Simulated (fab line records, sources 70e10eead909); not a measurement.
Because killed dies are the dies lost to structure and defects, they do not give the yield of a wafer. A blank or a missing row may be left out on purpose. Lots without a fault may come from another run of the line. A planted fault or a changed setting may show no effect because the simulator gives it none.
Which of the tools did it?	flow nand harc	Sampling: 13 lots, 39 wafers, 5 of 1302 route steps

== WHAT EACH GAUGE READ, for each wafer ==
NHARC_THIN_TSV_CD_MEAS_33: the cd target is 5000 nm.
lot	measured	on	cd nm (nm)
L380	day 24 01:22	cd sem-02	4999.2 5000.1 4998.5
L381	day 24 12:01	cd sem-02	5003.1 4999.0 5002.6
L383	day 25 22:37	cd sem-01	5004.9 5001.1 5005.2
L385	day 26 12:01	cd sem-03	5002.5 5001.2 5002.5
L387	day 27 13:36	cd sem-02	5004.2 4998.3 5001.6
L389	day 27 14:53	cd sem-03	4999.6 5002.2 4996.6
L394	day 29 17:44	cd sem-02	5002.2 5000.7 5000.8
L396	day 30 19:27	cd sem-03	5000.0 5003.7 5000.5
L398	day 31 08:58	cd sem-02	5001.1 5000.6 5000.3
L397	day 31 10:07	cd sem-01	5000.9 5002.1 5002.7
L399	day 32 11:16	cd sem-02	4998.5 5002.5 5003.0
L400	day 32 17:58	cd sem-01	5000.6 5000.0 5004.1
L401	day 33 11:18	cd sem-03	5005.6 5001.4 5003.0

NHARC_END_SORT_01.
lot	measured	on	killed at array	killed at other	killed at periphery	killed dies	killed open	killed short
L387	day 27 22:27	prober-02	157 73 82	0 0 0	2 1 4	159 74 86	3 3 7	5 4 3
L389	day 28 06:58	prober-02	59 121 145	1 1 2	3 5 3	63 127 150	4 1 2	0 0 3

== EACH LOT AND THE TOOL THAT RAN IT (in order: tool; ch and the chambers of the sampled wafers; start) ==
lot	NHARC_A_CONTACT_ETCH_122	NHARC_THIN_TSV_DEGAS_49	NHARC_THIN_TSV_DESCUM_35
L380	har cap etch-01 ch 0,1, day 21 18:07	pvd sputter-02, day 23 22:14	rie diel-12 ch 0,1,3, day 24 01:31
L381	har cap etch-03 ch 0,1, day 22 03:05	pvd sputter-03, day 24 08:52	rie diel-12 ch 0,1,3, day 24 12:13
L383	har cap etch-01 ch 0,1, day 23 14:34	pvd sputter-03, day 25 19:35	rie diel-08 ch 0,2,3, day 25 22:47
L385	har cap etch-03 ch 0,1, day 24 02:20	pvd sputter-01, day 26 08:44	rie diel-08 ch 0,1,2, day 26 12:10
L387	har cap etch-03 ch 0,1, day 25 00:10	pvd sputter-03, day 27 10:35	rie diel-12 ch 0,3, day 27 13:46
L389	har cap etch-03 ch 0,1, day 25 07:34	pvd sputter-03, day 27 11:44	rie diel-09 ch 0,1,3, day 27 15:04
L394	har cap etch-02 ch 0,1, day 27 07:38	pvd sputter-03, day 29 14:31	rie diel-12 ch 0,2,3, day 29 17:53
L396	har cap etch-03 ch 0,1, day 28 08:04	pvd sputter-02, day 30 16:19	rie diel-08 ch 1,2, day 30 19:36
L398	har cap etch-03 ch 0,1, day 29 01:05	pvd sputter-02, day 31 05:58	rie diel-09 ch 1,2,3, day 31 09:08
L397	har cap etch-01 ch 0,1, day 29 02:41	pvd sputter-03, day 31 06:58	rie diel-12 ch 1,2,3, day 31 10:18
L399	har cap etch-01 ch 1, day 29 13:40	pvd sputter-02, day 32 05:18	rie diel-12 ch 0,3, day 32 11:26
L400	har cap etch-03 ch 0,1, day 30 02:50	pvd sputter-02, day 32 14:38	rie diel-12 ch 1,2,3, day 32 18:08
L401	har cap etch-03 ch 0, day 30 13:32	pvd sputter-02, day 33 05:17	rie diel-09 ch 0,3, day 33 11:28
- NHARC_A_CONTACT_ETCH_122: etches the open film in C4F8/O2/Ar, time 190 s, target depth 1850 nm.
- NHARC_THIN_TSV_DEGAS_49: time 120 s.
- NHARC_THIN_TSV_DESCUM_35: chemistry O2, time 3 s.

== AS READ BY THE TOOLS THEMSELVES (means over the sampled wafers that have a number; for cases with no such wafer, the mark the record gives instead) ==
NHARC_THIN_TSV_DEGAS_49.
lot	tool	heater power w (W)
L380	pvd sputter-02	447
L381	pvd sputter-03	510
L383	pvd sputter-03	456
L385	pvd sputter-01	500
L387	pvd sputter-03	499
L389	pvd sputter-03	472
L394	pvd sputter-03	505
L396	pvd sputter-02	414
L398	pvd sputter-02	407
L397	pvd sputter-03	507
L399	pvd sputter-02	435
L400	pvd sputter-02	464
L401	pvd sputter-02	459

NHARC_THIN_TSV_DESCUM_35.
lot	tool	drypump motor current A (A)	mfc ar sccm (sccm)	o2 flow sccm (sccm)	oes product au (a.u.)	rf vpp V (V)	showerhead plenum p Torr (Torr)	throttle valve pct (%)
L380	rie diel-12	5.8	0.011	200.0	0.994	56.5	1.85	11.314
L381	rie diel-12	5.8	0.011	200.2	0.986	58.4	1.85	11.304
L383	rie diel-08	5.9	0.012	200.1	0.994	58.1	1.97	11.309
L385	rie diel-08	6.2	0.012	200.1	0.998	59.5	1.98	11.308
L387	rie diel-12	5.8	0.012	200.0	1.001	59.1	1.89	11.316
L389	rie diel-09	6.0	0.019	199.5	0.986	57.6	1.89	11.319
L394	rie diel-12	5.7	0.011	199.4	1.000	57.6	1.85	11.317
L396	rie diel-08	6.2	0.003	200.0	1.001	58.3	1.99	11.311
L398	rie diel-09	6.2	0.019	198.8	1.008	57.4	1.86	11.305
L397	rie diel-12	5.6	0.001	200.0	1.000	57.7	1.82	11.305
L399	rie diel-12	5.8	0.012	201.0	1.011	58.1	1.88	11.308
L400	rie diel-12	5.6	0.001	200.0	1.003	56.7	1.82	11.303
L401	rie diel-09	6.0	0.026	199.4	1.005	57.0	1.81	11.314

== THE ANSWER, worked out from the rows above alone ==
Rule: what is usual is taken from the lots themselves. The widest of any qualifying gaps counts: lots, ordered by their means at a reading, are off when they make up no more than a third of the lots, leave a main group of 4 or more, and stand apart from it by 3 or more times the standard deviation of that group's means. A main group whose means are all the same, to the digits that the tables above print for the reading, isn't used. Also off: a lot with no number at a reading for which 4 or more lots have one. Any other lot the step has rows for is counted as sound. The gauges are gone through in route order, then the tools' own readings, and for those a lot's mean is taken as printed above. At the first step where some lot is off, the reading lying furthest off is the one used; lots without a number count as furthest.
Across all readings shown, no lot is off: no conclusion can be drawn from this.

== WHAT THE SIMULATOR PUT IN ==
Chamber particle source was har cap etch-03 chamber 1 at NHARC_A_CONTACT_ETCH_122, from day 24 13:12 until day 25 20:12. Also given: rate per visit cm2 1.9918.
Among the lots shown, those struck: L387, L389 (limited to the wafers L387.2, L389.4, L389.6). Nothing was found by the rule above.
